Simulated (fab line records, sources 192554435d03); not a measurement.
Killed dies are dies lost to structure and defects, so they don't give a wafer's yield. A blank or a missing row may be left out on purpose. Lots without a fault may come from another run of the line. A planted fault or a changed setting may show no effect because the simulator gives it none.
Problem report in the 8D (eight disciplines) form, filled by code | flow n5_finfet | the parts of the form that need people (team, actions taken, sign-off) are left out

1. THE PROBLEM
IOFF_P at N5_BEOL_M4_RC_MEAS_101 reads a mean of 34.10 nA/um on 3 wafers of 2 lots; wafers without a fault read 0.20 nA/um with a standard deviation of 0.051. That is +99 or more standard deviations from the usual mean.
First seen on wafer L595.2, day 12 06:50, on prober-01. The record holds 29 wafers of 10 lots with a number at this step. Rule for "out", or "out of limits": more than 4 standard deviations from the usual mean. The other wafers with a number count as sound.

2. WHAT IT IS AND WHAT IT IS NOT
question                    | is                                           | is not
which readings at this step | IOFF_P, DIBL_P, IOFF_P_85C, IOFF_P_LIN, SS_P | DIBL_N, IOFF_N, ION_N, SS_N, VT_N
which lots                  | L595, L600                                   | L584, L587, L589, L590, L592, L593, L594, L605
which wafers of those lots  | L595.2, L595.3, L600.2                       | L595.1, L600.6
read on which gauges        | prober-01                                    | prober-02
when                        | from day 12 06:50                            | up to then (22 sound wafers); but 4 sound wafers of L600, L605 came after

3. SUSPECTS, AND WHAT RULES EACH OUT
Counting: a tool at a process step up to the reading stays a suspect if it ran every lot that is out. Sound lots after the first of them don't rule it out here, since some wafers of a struck lot are sound.
- the gauge at N5_BEOL_M4_RC_MEAS_101: kept. All the wafers that are out were read on prober-01, and no step on other tools shows them out.
- rie_si-01 at N5_SD_EPI_P_SD_RECESS_17 (chemistry HBr/Cl2/O2, target depth 39.1 nm, bt time 3 s): kept. It ran every lot that is out, first L595 (day 6 08:36); its last sound lot up to then is L594 (day 6 01:10).
- pecvd-02 at N5_BEOL_M4_DEP_57 (deposits SiCN from 3MS/NH3, target thk 8 nm, time 14 s): kept. It ran every lot that is out, first L595 (day 12 06:41).
Left after counting: rie_si-01 at N5_SD_EPI_P_SD_RECESS_17, pecvd-02 at N5_BEOL_M4_DEP_57, prober-01 at N5_BEOL_M4_RC_MEAS_101.

4. THE CAUSE (what the simulator had put in)
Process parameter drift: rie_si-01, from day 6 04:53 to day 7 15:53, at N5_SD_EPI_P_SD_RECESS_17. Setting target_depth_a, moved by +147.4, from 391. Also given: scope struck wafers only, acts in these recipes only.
Counting left 3 suspects, and this tool is among them.

5. THE CHAIN OF EFFECTS, in route order
Each row: a reading whose mean over the struck wafers that have a number lies more than 3 standard deviations from the usual. Only readings for which the record gives a usual standard deviation are gone through. hours: the time from each lot's start at the first step in this table that gives one to its start at this step, as a median over the lots. sigmas: the change in usual standard deviations.
hours | step                    | reading            | usual       | on struck wafers | change | sigmas
0     | N5_BEOL_M4_RC_MEAS_101  | CJ_P               | 5.70        | 4.77             | -0.93  | -3.1
0     | N5_BEOL_M4_RC_MEAS_101  | DIBL_P             | 36 mV/V     | 107              | +71    | +21
0     | N5_BEOL_M4_RC_MEAS_101  | IOFF_P             | 0.20 nA/um  | 34.10            | +33.90 | +99 or more
0     | N5_BEOL_M4_RC_MEAS_101  | IOFF_P_85C         | 3.5 nA/um   | 248.0            | +244.5 | +99 or more
0     | N5_BEOL_M4_RC_MEAS_101  | IOFF_P_LIN         | 0.094 nA/um | 0.602            | +0.508 | +28
0     | N5_BEOL_M4_RC_MEAS_101  | ION_P              | 462 uA/um   | 512              | +50    | +4.5
0     | N5_BEOL_M4_RC_MEAS_101  | SS_P               | 73.2 mV/dec | 128.1            | +54.9  | +64
0     | N5_BEOL_M4_RC_MEAS_101  | VT_P               | -252 mV     | -236             | +16    | +3.5
0     | N5_BEOL_M4_RC_MEAS_101  | VT_P_LVT           | -100 mV     | -82              | +18    | +4.3
116   | N5_PASSIVATION_PROBE_49 | sort_bin_4_leakage | 0.01 %      | 91.30            | +91.29 | +99 or more
116   | N5_PASSIVATION_PROBE_49 | sort_n_pass        | 1073        | 0                | -1073  | -63
116   | N5_PASSIVATION_PROBE_49 | sort_yield_pct     | 91.0 %      | 0.0              | -91.0  | -65
The process steps in it:
- N5_PASSIVATION_PROBE_49

6. WHAT WOULD HAVE CAUGHT IT SOONER
In this record the first reading out of limits at a measuring or inspecting step was taken at day 12 06:50, 146 hours after the fault began at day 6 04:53.
Of the tool readings at N5_SD_EPI_P_SD_RECESS_17 for which the record gives a usual standard deviation, none was out on any struck wafer, so an alarm limit of 4 standard deviations on them would not have fired.
All the lots that are out (2) had begun N5_SD_EPI_P_SD_RECESS_17 on rie_si-01 by day 12 06:50. A hold on the tool at that time would have spared none of them.
